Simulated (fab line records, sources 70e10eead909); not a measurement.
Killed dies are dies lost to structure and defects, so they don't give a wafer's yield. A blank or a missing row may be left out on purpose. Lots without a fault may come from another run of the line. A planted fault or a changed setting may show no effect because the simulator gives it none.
Chamber matching | flow nand_harc | NHARC_A_CONTACT_ETCH_90 on rie_diel-05: 4 sister chambers
The step etches the open film in CH3F/O2, target depth 40 nm, time 85.7 s. 4 wafers are shown with their chamber, then 9 later ones without.

WAFERS WITH THEIR CHAMBER
wafer  | chamber | drypump_motor_current_A (A)
L570.1 | 1       | 6.1
L576.3 | 2       | 4.8
L576.6 | 0       | 5.9
L581.2 | 3       | 5.0

WAFERS WITHOUT THEIR CHAMBER
wafer  | drypump_motor_current_A (A)
L581.6 | 5.0
L582.2 | 5.0
L582.4 | 6.1
L587.1 | 5.8
L587.2 | 5.0
L587.6 | 5.8
L590.3 | 5.8
L590.4 | 5.0
L590.6 | 5.0

WHICH CHAMBER EACH WENT THROUGH
wafer  | from the rows above | in truth
L581.6 | 3                   | 3
L582.2 | 3                   | 3
L582.4 | 1                   | 1
L587.1 | 0                   | 0
L587.2 | 3                   | 3
L587.6 | 0                   | 0
L590.3 | 0                   | 0
L590.4 | 3                   | 3
L590.6 | 3                   | 3
Placed correctly: 9 of 9. Can't be placed from these rows: 0. Placed wrongly: 0.
How it was worked out, from the rows above alone: a wafer's distance from a chamber is the root of the sum, over the readings, of the square of ((its reading less the chamber's mean) divided by the reading's scatter). The wafer belongs to the nearest chamber; if the next one is less than 2 further off, it can't be placed. A chamber's mean is the mean of its shown wafers. The scatter: with one shown wafer a chamber, the root of the mean of the squares of how far each hidden wafer lies from its nearest shown one.
